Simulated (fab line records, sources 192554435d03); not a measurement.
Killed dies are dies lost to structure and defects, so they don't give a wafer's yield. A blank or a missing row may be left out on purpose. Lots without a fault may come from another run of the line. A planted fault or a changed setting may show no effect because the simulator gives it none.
Chamber matching | flow n5_finfet | N5_BEOL_M10_ETCH_65 on rie_diel-02: 4 sister chambers
The step etches SiARC in CF4, target depth 39 nm, time 65 s. 4 wafers are shown with their chamber, then 7 later ones without.

WAFERS WITH THEIR CHAMBER
wafer  | chamber | etch_rf_on_time_s (s)
L082.3 | 0       | 66.9
L085.1 | 1       | 66.3
L086.1 | 3       | 62.6
L086.3 | 2       | 64.7

WAFERS WITHOUT THEIR CHAMBER
wafer  | etch_rf_on_time_s (s)
L086.5 | 66.5
L088.1 | 62.7
L088.3 | 66.9
L088.4 | 65.1
L095.1 | 63.4
L095.3 | 66.2
L095.4 | 66.8

WHICH CHAMBER EACH WENT THROUGH
wafer  | from the rows above     | in truth
L086.5 | can't be placed: 1 or 0 | 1
L088.1 | 3                       | 3
L088.3 | can't be placed: 0 or 1 | 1
L088.4 | 2                       | 2
L095.1 | can't be placed: 3 or 2 | 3
L095.3 | can't be placed: 1 or 0 | 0
L095.4 | can't be placed: 0 or 1 | 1
Placed correctly: 2 of 7. Can't be placed from these rows: 5 (the true chamber is among the candidates in 5). Placed wrongly: 0.
How it was worked out, from the rows above alone: a wafer's distance from a chamber is the root of the sum, over the readings, of the square of ((its reading less the chamber's mean) divided by the reading's scatter). The wafer belongs to the nearest chamber; if the next one is less than 2 further off, it can't be placed. A chamber's mean is the mean of its shown wafers. The scatter: with one shown wafer a chamber, the root of the mean of the squares of how far each hidden wafer lies from its nearest shown one.
